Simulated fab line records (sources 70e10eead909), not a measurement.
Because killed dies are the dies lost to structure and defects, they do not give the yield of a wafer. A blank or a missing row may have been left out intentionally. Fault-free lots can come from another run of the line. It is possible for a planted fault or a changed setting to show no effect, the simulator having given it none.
fab line records | flow nand-harc
record lots=6 wafers=18 last-day=33
route steps=1302 shown P_M2@325 P_BONDPAD@351 END@1302
lots that met no fault: from a run of the same line without faults
start-h: start of the lot's first displayed wafer, in hours after the record's first day | wait-h: hours since the lot's step before | " the same as in the row above | L1.1+2: several wafers, shown together as one row | - value missing, or start not given | * or withheld: withheld | < > ~ a bound
route shown NAME@n: names a module that has steps shown in the file, with the first one's number in the route | usual: mean and standard deviation over wafers with no fault | same: alike in all rows | chamber/n: place in a boat | sites: each site's reading | _std_site: their standard deviation | _edge_site: the outer-site mean with the inner-site mean subtracted | radius-mm: how far each site lies from the wafer's centre | mask NAME#n: copy n | behind: the tool/chamber that last shaped the wafer | hold: the reason the lot was held/the length of the hold in hours/how it ended | device: the n, p or np transistor that did not switch | end of line: the same wafers' tests at the end of the route | for a step that has no rows: nothing shown but its recipe | killed: not the wafer's yield, but the dies lost to structure and defects at the first sort | map: a wafer's dies, x killed, . not, _ none there
set.NAME: the setting the step ran with; set.NAME@STEP: the setting that earlier step ran with | model.NAME: the simulator's own value behind a step, which no gauge read
lots at selected steps of the route; one table per step, one row per wafer
services: from which hour (start-h, from the record's first day; less than 0 if before it) a tool's chamber was out of use, for how many hours, and why
## steps
# step NHARC_P_M2_EXPOSE_06
# recipe na=1.35 target-cd-nm=170 dose-mj=80.78 mask-id=P_M2
# step NHARC_P_M2_PEB_07
# recipe peb-temp-c=100 peb-time-s=65
# step NHARC_P_M2_DEVELOP_08
# recipe develop-time-s=35 dev-temp-c=23
# step NHARC_P_M2_CD_MEAS_09
# recipe target-cd-nm=170 landing-energy-ev=500
# usual cd-nm=170.1/0.63
# columns lot.wafer tool chamber start-h wait-h cd-nm
L530.3 cd-sem-03 0 124.91 - 170.7
L530.5 " 0 " " 170.3
L530.6 " 0 " " 170.0
L534.2 cd-sem-03 0 168.60 - 169.6
L534.4 " 0 " " 170.3
L534.6 " 0 " " 170.3
L542.1 cd-sem-02 0 251.43 - 169.5
L542.2 " 0 " " 169.1
L542.4 " 0 " " 169.6
L543.3 cd-sem-02 0 273.15 - 171.3
L543.4 " 0 " " 171.2
L543.5 " 0 " " 171.3
L548.4 cd-sem-01 0 313.33 - 170.1
L548.5 " 0 " " 169.7
L548.6 " 0 " " 169.7
L553.1 cd-sem-02 0 360.37 - 170.1
L553.4 " 0 " " 170.4
L553.5 " 0 " " 169.7
# step NHARC_P_M2_OVL_MEAS_10
# recipe pitch-nm=340
# usual overlay-x-nm=-0.1/1.1 overlay-y-nm=0.0/0.89
# columns lot.wafer tool chamber start-h wait-h overlay-x-nm overlay-y-nm
L530.3 overlay-01 - 125.00 - -0.7 -0.8
L530.5 " - " " -0.2 0.3
L530.6 " - " " -0.8 -0.7
L534.2 overlay-01 - 168.69 - 1.2 0.4
L534.4 " - " " 0.9 0.0
L534.6 " - " " 1.8 0.0
L542.1 overlay-02 - 251.52 - -1.1 1.0
L542.2 " - " " -1.4 0.5
L542.4 " - " " -1.4 1.1
L543.3 overlay-01 - 273.24 - 0.7 1.2
L543.4 " - " " 0.0 1.2
L543.5 " - " " 0.0 1.0
L548.4 overlay-02 - 313.42 - 0.4 -1.0
L548.5 " - " " 0.3 -0.9
L548.6 " - " " 1.0 -1.6
L553.1 overlay-01 - 360.45 - 0.7 0.5
L553.4 " - " " -0.2 0.5
L553.5 " - " " -0.3 0.2
# step NHARC_P_M2_INSPECT_11
# usual raw-defect-count=5/3
# columns lot.wafer tool chamber start-h wait-h raw-defect-count
L530.3 defect-inspect-01 - 125.03 0.0 4
L530.5 " - " " 6
L530.6 " - " " 4
L534.2 defect-inspect-02 - 168.73 0.0 3
L534.4 " - " " 6
L534.6 " - " " 4
L542.1 defect-inspect-02 - 251.56 0.0 6
L542.2 " - " " 4
L542.4 " - " " 9
L543.3 defect-inspect-02 - 273.27 0.0 3
L543.4 " - " " 1
L543.5 " - " " 5
L548.4 defect-inspect-02 - 313.45 0.0 0
L548.5 " - " " 1
L548.6 " - " " 1
L553.1 defect-inspect-02 - 360.49 0.0 3
L553.4 " - " " 3
L553.5 " - " " 1
# step NHARC_P_M2_DESCUM_14
# recipe time-s=3 o2-flow-sccm=200 ar-flow-sccm=0 bias-power-w=0 chemistry=O2
# usual drypump-motor-current-A=6.0/0.45 oes-product-au=1.003/0.01 rf-vpp-V=58.0/0.79 showerhead-plenum-p-Torr=1.96/0.054 throttle-valve-pct=11.310/0.0095
# same bias-power-w=0 time-s=3
# columns lot.wafer tool chamber start-h wait-h drypump-motor-current-A oes-product-au rf-hours-counter-h rf-vpp-V showerhead-plenum-p-Torr throttle-valve-pct
L530.3 rie-diel-09 1 125.11 0.1 5.7 1.004 7.1 58.1 1.94 11.299
L530.5 " 3 " " 6.2 0.999 - 57.3 1.91 11.314
L530.6 " 0 " " 5.8 1.000 - 58.3 2.00 11.297
L534.4 rie-diel-11 0 168.81 0.1 5.5 1.005 4.9 57.6 1.91 11.321
L534.2 " 1 " " 6.7 0.996 5.2 58.2 1.99 11.334
L534.6 " 2 " " 6.5 1.004 - 58.3 1.99 11.327
L542.4 rie-diel-11 2 251.62 0.1 6.5 0.983 9.1 57.7 1.99 11.316
L542.2 " 0 " " 5.6 0.984 9.0 57.9 1.91 11.319
L542.1 " 1 " " 6.8 1.008 10.1 57.5 1.99 11.321
L543.4 rie-diel-09 3 273.34 0.1 6.2 0.989 5.7 59.1 1.91 11.301
L543.3 " 0 " " 5.7 1.000 5.0 57.4 2.00 11.315
L543.5 " 2 " " 5.9 1.008 - 57.7 2.02 11.307
L548.4 rie-diel-09 1 313.52 0.1 5.7 1.009 7.3 60.0 1.93 11.309
L548.6 " 0 " " 5.8 0.993 - 56.9 2.00 11.309
L548.5 " 1 " " 5.7 1.018 - 58.3 1.93 11.299
L553.4 rie-diel-09 2 360.55 0.1 5.9 1.004 1.2 58.0 2.02 11.293
L553.1 " 1 " " 5.7 1.013 1.1 58.5 1.93 11.316
L553.5 " 3 " " 6.2 0.983 - 57.9 1.91 11.307
# step NHARC_P_M2_ETCH_35
# recipe target-depth-a=400 overetch-a=120 time-s=43.94 ion-energy-ev=200 n2-flow-sccm=150 h2-flow-sccm=150 ar-flow-sccm=0 rf-w=400 bias-w=150 chemistry=N2/H2
# step NHARC_P_M2_ETCH_15
# recipe target-depth-a=1825 time-s=91.2 c4f8-flow-sccm=withheld ar-flow-sccm=400 rf-w=600 bias-w=300 chemistry=C4F8/Ar
# usual oes-product-au=0.945/0.024 rf-vpp-V=442.3/1.8
# same time-s=91.2
# columns lot.wafer tool chamber start-h wait-h oes-product-au rf-hours-counter-h rf-vpp-V
L530.3 rie-diel-09 0 - - 0.916 6.8 441.8
L530.5 " 3 " " 0.916 - 440.1
L530.6 " 0 " " 0.936 - 443.2
L534.2 rie-diel-11 3 - - 0.922 3.8 439.3
L534.4 " 2 " " 0.925 4.1 443.6
L534.6 " 3 " " 0.934 - 439.8
L542.4 rie-diel-11 3 - - 0.924 8.4 439.9
L542.2 " 1 " " 0.929 10.1 444.3
L542.1 " 2 " " 0.919 9.2 443.8
L543.4 rie-diel-09 3 - - 0.924 5.7 440.9
L543.3 " 1 " " 0.938 5.5 439.4
L543.5 " 2 " " 0.950 - 443.8
L548.4 rie-diel-09 2 - - 0.935 8.0 443.8
L548.6 " 0 " " 0.919 - 444.1
L548.5 " 1 " " 0.939 - 441.8
L553.4 rie-diel-09 3 - - 0.944 1.3 441.0
L553.1 " 1 " " 0.990 1.1 443.0
L553.5 " 2 " " 0.961 - 443.8
# step NHARC_P_M2_CD_MEAS_16
# usual cd-nm=169.9/0.76
# columns lot.wafer tool chamber start-h wait-h cd-nm
L530.3 cd-sem-03 - 125.40 - 171.2
L530.5 " - " " 170.5
L530.6 " - " " 169.9
L534.2 cd-sem-01 - 169.11 - 169.4
L534.4 " - " " 170.1
L534.6 " - " " 169.8
L542.1 cd-sem-01 - 251.92 - 169.8
L542.2 " - " " 168.7
L542.4 " - " " 169.6
L543.3 cd-sem-02 - 273.64 - 171.2
L543.4 " - " " 170.5
L543.5 " - " " 172.2
L548.4 cd-sem-02 - 313.82 - 170.5
L548.5 " - " " 169.5
L548.6 " - " " 169.3
L553.1 cd-sem-03 - 360.86 - 169.8
L553.4 " - " " 170.4
L553.5 " - " " 169.6
# step NHARC_P_M2_STRIP_18
# recipe power-w=1000 n2-flow-sccm=150 h2-flow-sccm=150 ar-flow-sccm=0 bias-w=0 chemistry=N2/H2
# usual drypump-motor-current-A=6.1/0.5 n2-flow-sccm=149.9/0.46 oes-product-au=1.003/0.0093 rf-vpp-V=91.0/0.82 showerhead-plenum-p-Torr=2.09/0.062 throttle-valve-pct=14.170/0.01
# columns lot.wafer tool chamber start-h wait-h drypump-motor-current-A n2-flow-sccm oes-product-au rf-hours-counter-h rf-vpp-V showerhead-plenum-p-Torr throttle-valve-pct
L530.3 rie-diel-11 1 125.50 0.1 6.8 149.6 0.993 2.7 91.4 2.13 14.187
L530.5 " 0 " " 5.5 149.6 0.999 - 90.7 2.04 14.174
L530.6 " 1 " " 6.8 150.0 0.996 - 91.1 2.13 14.159
L534.4 rie-diel-08 0 169.18 0.1 5.9 150.0 1.006 6.9 92.7 2.15 14.180
L534.2 " 2 " " 6.8 150.4 0.992 10.5 90.8 2.20 14.181
L534.6 " 1 " " 5.5 149.7 0.997 - 91.2 2.14 14.171
L542.4 rie-diel-09 0 252.04 0.1 5.7 149.8 1.002 4.0 90.8 2.13 14.166
L542.1 " 1 " " 5.7 149.4 1.021 4.0 90.9 2.06 14.174
L542.2 " 2 " " 5.9 149.9 1.019 4.4 91.1 2.15 14.175
L543.3 rie-diel-08 2 273.71 0.1 6.8 149.4 1.010 3.8 90.8 2.19 14.183
L543.4 " 1 " " 5.6 150.3 0.998 3.6 90.4 2.14 14.179
L543.5 " 3 " " 5.1 150.4 1.005 - 91.3 2.03 14.155
L548.4 rie-diel-11 0 313.94 0.1 5.6 149.6 0.994 2.6 91.2 2.03 14.178
L548.5 " 2 " " 6.5 150.1 1.008 - 89.6 2.12 14.165
L548.6 " 3 " " 6.4 150.4 1.005 - 90.7 1.98 14.147
L553.1 rie-diel-11 2 361.00 0.1 6.5 150.3 1.003 3.2 90.4 2.12 14.168
L553.5 " 3 " " 6.4 150.4 1.020 - 91.2 1.98 14.159
L553.4 " 1 " " 6.8 150.4 1.003 - 91.6 2.12 14.167
# step NHARC_P_M2_ETCH_28
# recipe target-depth-a=300 over-etch-frac=0.3 time-s=72.99 ion-energy-ev=150 cf4-flow-sccm=50 n2-flow-sccm=100 ar-flow-sccm=150 rf-w=300 bias-w=100 chemistry=CF4/N2
# usual drypump-motor-current-A=6.1/0.49 n2-flow-sccm=99.99/0.26 oes-product-au=1.004/0.0099 rf-vpp-V=315.1/1.5 showerhead-plenum-p-Torr=2.68/0.073 throttle-valve-pct=19.793/0.0088
# same time-s=72.99
# columns lot.wafer tool chamber start-h wait-h drypump-motor-current-A n2-flow-sccm oes-product-au rf-hours-counter-h rf-vpp-V showerhead-plenum-p-Torr throttle-valve-pct
L530.3 rie-diel-11 3 - - 6.4 100.48 0.993 2.2 313.9 2.56 19.805
L530.5 " 1 " " 6.8 100.07 0.997 - 316.1 2.73 19.806
L530.6 " 2 " " 6.5 100.44 0.986 - 315.8 2.73 19.798
L534.4 rie-diel-08 0 - - 5.9 100.25 1.007 7.0 315.8 2.76 19.785
L534.2 " 2 " " 6.8 99.76 1.000 10.5 317.1 2.81 19.796
L534.6 " 1 " " 5.5 99.91 0.996 - 316.1 2.75 19.783
L542.1 rie-diel-09 3 - - 6.2 100.20 0.995 4.5 314.2 2.62 19.789
L542.4 " 0 " " 5.7 99.47 1.007 4.0 313.5 2.73 19.793
L542.2 " 1 " " 5.7 99.93 1.031 4.0 315.3 2.65 19.800
L543.4 rie-diel-08 2 - - 6.8 100.02 0.998 3.9 317.6 2.81 19.786
L543.3 " 1 " " 5.5 99.93 1.002 3.6 314.9 2.75 19.792
L543.5 " 3 " " 5.1 100.02 1.004 - 314.6 2.61 19.803
L548.4 rie-diel-11 3 - - 6.4 99.75 1.019 2.4 314.1 2.56 19.779
L548.6 " 2 " " 6.5 100.13 1.013 - 316.4 2.72 19.784
L548.5 " 3 " " 6.4 99.81 1.025 - 312.0 2.56 19.796
L553.1 rie-diel-11 1 - - 6.8 100.02 1.002 3.7 314.1 2.73 19.791
L553.4 " 2 " " 6.5 99.88 1.009 - 317.2 2.72 19.810
L553.5 " 3 " " 6.4 100.32 1.001 - 313.3 2.56 19.802
# step NHARC_P_M2_STRIP_19
# recipe time-s=600 temp-c=30 chemistry=post-etch-residue-remover
# same time-s=600
# columns lot.wafer tool chamber start-h wait-h
L530.6+5+3 wet-bench-10 7,1,2 125.88 -
L534.4+2+6 wet-bench-08 4,5,6 169.58 -
L542.2+1+4 wet-bench-10 0,4,5 252.39 -
L543.4+3+5 wet-bench-10 3,4,5 274.08 -
L548.4+6+5 wet-bench-08 7,1,3 314.26 -
L553.1+5+4 wet-bench-10 1,3,5 361.37 -
# step NHARC_P_M2_DEGAS_29
# recipe temp-c=250 time-s=60
# step NHARC_P_M2_PRE_CLEAN_30
# recipe time-s=30 temp-c=280 gas=H2/He
# step NHARC_P_M2_PVD_20
# recipe target-thk-a=50 bias-v=168.6 power-w=15000 chamber-pressure-pa=0.12 time-s=8.06 substrate-temp-c=50 material=TaN
# step NHARC_P_M2_PVD_21
# recipe target-thk-a=300 chamber-pressure-pa=5 power-w=5000 substrate-temp-c=30 time-s=20.49 material=Cu
# usual substrate-temp-c=30.02/0.11 throttle-valve-pct=30.0/0.9
# same time-s=20.49
# columns lot.wafer tool chamber start-h wait-h substrate-temp-c throttle-valve-pct
L530.3 pvd-sputter-03 - - - 30.08 29.4
L530.5 " - " " 29.97 29.5
L530.6 " - " " 30.07 29.4
L534.4 pvd-sputter-02 - 170.08 - 30.02 31.5
L534.2 " - " " 29.85 30.3
L534.6 " - " " 29.92 30.8
L542.1 pvd-sputter-03 - - - 30.10 29.7
L542.4 " - " " 30.10 30.4
L542.2 " - " " 29.86 30.4
L543.4 pvd-sputter-03 - - - 29.95 30.3
L543.3 " - " " 30.15 29.0
L543.5 " - " " 30.02 30.1
L548.4 pvd-sputter-03 - - - 29.85 30.3
L548.6 " - " " 29.77 29.2
L548.5 " - " " 29.79 30.0
L553.4 pvd-sputter-01 - - - 30.18 29.2
L553.1 " - " " 30.17 30.2
L553.5 " - " " 29.98 30.0
# step NHARC_P_M2_ECD_22
# recipe target-thk-a=4000 bath-temp-c=25 material=Cu
# step NHARC_P_M2_ANNEAL_31
# recipe temp-c=225 time-s=90
# step NHARC_P_M2_CMP_23
# recipe t-overpolish-s=20 target-thk-nm=144.3
# step NHARC_P_M2_THK_MEAS_24
# recipe thk-meas-gauge=xrf
# usual thk-nm=144.4/1.8
# columns lot.wafer tool chamber start-h wait-h thk-nm
L530.3 film-metro-02 - 127.81 - 146.2
L530.5 " - " " 146.9
L530.6 " - " " 142.8
L534.2 film-metro-01 - 171.23 - 142.1
L534.4 " - " " 142.5
L534.6 " - " " 142.4
L542.1 film-metro-01 - 254.05 - 143.4
L542.2 " - " " 142.2
L542.4 " - " " 144.3
L543.3 film-metro-01 - 275.75 - 145.5
L543.4 " - " " 142.2
L543.5 " - " " 144.8
L548.4 film-metro-01 - 315.93 - 145.8
L548.5 " - " " 146.0
L548.6 " - " " 148.3
L553.1 film-metro-02 - 363.04 - 145.3
L553.4 " - " " 144.3
L553.5 " - " " 146.2
# step NHARC_P_M2_SRD_25
# step NHARC_P_M2_PRE_CLEAN_32
# recipe time-s=12 temp-c=370 rf-power-w=300 gas=NH3
# step NHARC_P_M2_DEP_33
# recipe target-thk-a=300 temp-c=370 target-thk-nm=30 pressure-torr=3 flow-sccm=200 rf-w=450 material=SiCN
# step NHARC_P_BONDPAD_DEP_00
# recipe target-thk-a=2500 temp-c=370 target-thk-nm=250 pressure-torr=3 flow-sccm=200 rf-w=450 material=SiCN
# step NHARC_P_BONDPAD_CMP_32
# recipe target-thk-nm=200 material=SiCN
# step NHARC_P_BONDPAD_THK_MEAS_33
# recipe thk-meas-gauge=ellipsometry
# usual thk-nm=200.7/1.4
# columns lot.wafer tool chamber start-h wait-h thk-nm
L530.3 film-metro-02 - 129.35 0.2 202.6
L530.5 " - " " 196.6
L530.6 " - " " 200.5
L534.2 film-metro-02 - 172.63 0.2 200.0
L534.4 " - " " 201.2
L534.6 " - " " 197.9
L542.1 film-metro-02 - 255.41 0.2 201.3
L542.2 " - " " 200.5
L542.4 " - " " 201.0
L543.3 film-metro-01 - 277.15 0.2 199.9
L543.4 " - " " 200.1
L543.5 " - " " 200.7
L548.4 film-metro-02 - 317.30 0.2 202.8
L548.5 " - " " 203.5
L548.6 " - " " 201.4
L553.1 film-metro-02 - 364.41 0.2 200.1
L553.4 " - " " 200.0
L553.5 " - " " 199.8
# step NHARC_P_BONDPAD_SRD_34
# step NHARC_P_BONDPAD_DEHYDRATE_01
# recipe temp-c=150 time-s=120
# step NHARC_P_BONDPAD_HMDS_02
# recipe time-s=30
# step NHARC_P_BONDPAD_COAT_36
# recipe temp-c=200 time-s=65
# step NHARC_P_BONDPAD_COAT_03
# recipe spin-rpm=2000 resist-thk-nm=600
# step NHARC_P_BONDPAD_SOFTBAKE_04
# recipe temp-c=125 time-s=70
# step NHARC_P_BONDPAD_EBR_05
# step NHARC_P_BONDPAD_EXPOSE_06
# recipe na=0.55 dose-mj=37.06 mask-id=P_BPAD
# step NHARC_P_BONDPAD_PEB_07
# recipe peb-temp-c=128 peb-time-s=80
# step NHARC_P_BONDPAD_DEVELOP_08
# recipe time-s=50 dev-temp-c=22
# step NHARC_P_BONDPAD_CD_MEAS_09
# recipe target-cd-nm=500 landing-energy-ev=500
# usual cd-nm=500.0/1.8
# columns lot.wafer tool chamber start-h wait-h cd-nm
L530.3 cd-sem-03 0 129.92 - 497.2
L530.5 " 0 " " 502.4
L530.6 " 0 " " 499.4
L534.2 cd-sem-02 0 173.22 - 504.1
L534.4 " 0 " " 502.4
L534.6 " 0 " " 499.1
L542.1 cd-sem-02 0 255.97 - 500.1
L542.2 " 0 " " 499.6
L542.4 " 0 " " 503.7
L543.3 cd-sem-01 0 277.72 - 503.9
L543.4 " 0 " " 499.6
L543.5 " 0 " " 500.3
L548.4 cd-sem-01 0 319.67 - 503.4
L548.5 " 0 " " 501.3
L548.6 " 0 " " 500.2
L553.1 cd-sem-01 0 364.85 - 499.4
L553.4 " 0 " " 498.0
L553.5 " 0 " " 496.8
# step NHARC_P_BONDPAD_OVL_MEAS_38
# usual overlay-x-nm=2/6.1 overlay-y-nm=0/5.7
# columns lot.wafer tool chamber start-h wait-h overlay-x-nm overlay-y-nm
L530.3 overlay-01 - 130.00 - 2 15
L530.5 " - " " 2 15
L530.6 " - " " 2 15
L534.2 overlay-02 - 173.30 - -4 -9
L534.4 " - " " -4 -9
L534.6 " - " " -4 -9
L542.1 overlay-02 - 256.06 - -9 -10
L542.2 " - " " -8 -9
L542.4 " - " " -8 -9
L543.3 overlay-01 - 277.81 - -1 1
L543.4 " - " " -1 1
L543.5 " - " " -2 1
L548.4 overlay-02 - 319.75 - 10 -5
L548.5 " - " " 10 -6
L548.6 " - " " 10 -6
L553.1 overlay-02 - 364.94 - 2 -1
L553.4 " - " " 2 0
L553.5 " - " " 1 0
# step NHARC_P_BONDPAD_HARDBAKE_10
# recipe temp-c=118 time-s=65
# step NHARC_END_SORT_01
# recipe temp-c=25
# usual defect-limited-yield=91.1/2.9 killed-at-array=55/20 killed-at-other=1.1/1.2 killed-at-periphery=3.8/2.8 killed-dies=60/19 killed-open=3.4/1.9 killed-short=2.2/1.5
# same gross-dies=677
# columns lot.wafer tool chamber start-h wait-h defect-limited-yield[%] killed-at-array killed-at-other killed-at-periphery killed-dies killed-open killed-short
L542.1 prober-01 0 692.23 2.5 90.7 23 0 40 63 3 0
L542.2 prober-01 0 693.02 2.8 84.2 19 0 88 107 2 2
L542.4 prober-01 0 694.61 3.4 87.1 34 0 53 87 1 5
L543.3 prober-01 0 714.64 3.1 90.0 34 1 33 68 8 0
L543.4 prober-01 0 715.45 3.4 82.1 37 0 84 121 3 2
L543.5 prober-01 0 716.26 3.7 87.0 39 1 48 88 2 2
# killed by level:class
L542.1 P_M2:unspecified=33 A_CHANNEL_HOLE_D1:chamber-film-flake=8 A_STAIRCASE:chamber-film-flake=6 A_CONTACT:chamber-film-flake=4 P_CONTACT:geometric-particle:open=3 P_M0:chamber-film-flake=3 A_DECK1_JOINT:chamber-film-flake=2 A_SLIT:chamber-film-flake=2
L542.2 P_M2:unspecified=85 A_CHANNEL_HOLE_D1:chamber-film-flake=8 A_CONTACT:chamber-film-flake=4 A_STAIRCASE:chamber-film-flake=2 P_GATE:geometric-particle:short=1 P_M1:geometric-particle:open=1 A_CHANNEL_HOLE_D1:geometric-particle:open=1 A_CHANNEL_FILL_D1:geometric-particle:short=1
L542.4 P_M2:unspecified=50 A_CONTACT:chamber-film-flake=9 A_STAIRCASE:chamber-film-flake=7 A_CHANNEL_HOLE_D1:chamber-film-flake=6 A_SLIT:chamber-film-flake=3 A_DECK1_JOINT:geometric-particle:short=2 A_CHANNEL_FILL_D1:geometric-particle:short=1 A_CHANNEL_HOLE_D2:geometric-particle:short=1
L543.3 P_M2:unspecified=29 A_CHANNEL_HOLE_D2:chamber-film-flake=15 A_CHANNEL_HOLE_D1:chamber-film-flake=8 A_SLIT:chamber-film-flake=3 P_GATE:geometric-particle:open=2 P_M0:geometric-particle:open=2 A_M0:geometric-particle:open=2 A_CONTACT:chamber-film-flake=2
L543.4 P_M2:unspecified=83 A_CHANNEL_HOLE_D2:chamber-film-flake=20 A_CHANNEL_HOLE_D1:chamber-film-flake=6 A_SLIT:chamber-film-flake=3 A_STAIRCASE:chamber-film-flake=2 P_M0:geometric-particle:open=1 A_CHANNEL_HOLE_D1:geometric-particle:short=1 A_DECK1_JOINT:geometric-particle:open=1
L543.5 P_M2:unspecified=47 A_CHANNEL_HOLE_D2:chamber-film-flake=19 A_CHANNEL_HOLE_D1:chamber-film-flake=12 A_STAIRCASE:chamber-film-flake=2 A_SLIT:chamber-film-flake=2 P_M0:geometric-particle:open=1 A_DECK1_JOINT:geometric-particle:short=1 A_ONON_D2:geometric-particle:short=1
# map L542.2 (x killed, . not)
____________.____________
_________......._________
_______..........._______
______.............______
_____.........x....._____
____..........x......____
____.................____
___...................___
___...................___
__.....................__
__.....................__
_......................._
_x...x.xx......x........_
_.x.xx.x..x............._
_..xxxxx....x....x......_
_..xxxxxx..............._
..xxxxxxxx...............
.x.xxxxxxx.x.............
.xxxxxxxxx...............
.xxxxxxxxx...............
.xxxxxxxxx.xx............
_xxxxxxxxx.............._
_.x.xxxxxx.............._
_..xxxx.x............x.._
_...x.xx...........x...._
_....x..............x..._
__.....................__
__..x..............x...__
___...........x...x...___
___..............xx...___
____.................____
____.................____
_____x............x._____
______.............______
_______..........._______
_________......._________
____________.____________
# map L543.4 (x killed, . not)
____________.____________
_________......._________
_______..........._______
______...........x.______
_____..............._____
____.................____
____.................____
___................x..___
___...................___
__..............x......__
__.....................__
_......................._
_......................._
_......................._
_......................._
_.......x..x............_
.........................
...............x.........
.........................
..................x......
...........x......xxx....
_.......xx.........x...._
_....x.xx........xxx..x._
_......xx........xxxxx.._
_....xxxxxxxx.....x....._
_.....xxxxxx....xxx.x..._
__....xxxxxxx....x.x...__
__..xxxxxxxx.....xxx...__
___.xxxxxxxxx.....x.x.___
___.xxxxxxxxx.........___
____x.xxxxxxx........____
____.xxxxxxx.......x.____
_____xxxxxx.x......._____
______xxxxx........______
_______xxxx..x...._______
_________x......_________
____________.____________
## services
# columns tool chamber start-h hours kind
rie-diel-08 0 103.14 8.7 repair
pvd-sputter-02 - 104.96 10.0 pm
pvd-sputter-01 - 111.53 11.3 repair
rie-diel-09 2 113.36 3.7 repair
wet-bench-08 - 118.40 8.0 pm
pvd-sputter-02 - 130.67 2.3 repair
wet-bench-10 - 135.20 8.0 pm
rie-diel-09 - 143.15 9.0 pm
pvd-sputter-03 - 170.04 10.0 pm
rie-diel-08 - 173.72 1.2 repair
rie-diel-08 - 190.81 9.0 pm
rie-diel-08 3 218.39 7.3 repair
rie-diel-11 0 242.89 5.3 repair
rie-diel-11 - 255.50 9.0 pm
rie-diel-09 3 275.11 9.4 repair
wet-bench-08 - 294.40 8.0 pm
wet-bench-10 - 311.20 8.0 pm
rie-diel-08 0 316.43 29.9 repair
wet-bench-08 - 317.01 2.1 repair
rie-diel-09 - 320.15 9.0 pm
rie-diel-11 2 334.93 9.6 repair
pvd-sputter-03 - 346.75 0.9 repair
pvd-sputter-03 - 348.04 10.0 pm
rie-diel-11 0 360.69 6.0 repair
## key
first-sign step=NHARC_END_SORT_01 reading=killed-at-periphery direction=up sigmas=19 usual=3.8 struck=57.7
effect step=NHARC_END_SORT_01 reading=defect-limited-yield direction=down sigmas=1.5 usual=91.1 struck=86.9 wafers-moved=4
more-kills-born-at NHARC_P_M2_STRIP_19@wet-bench-10=327
met-at NHARC_P_M2_STRIP_19
struck-wafers L542.1,L542.2,L542.4,L543.3,L543.4,L543.5
onset-between 125.88 252.39
fault kind=chamber-particle-source tool=wet-bench-10 chamber=- onset-h=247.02 steps=NHARC_P_M2_STRIP_19 rate-per-visit-cm2=0.65992 end-h=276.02
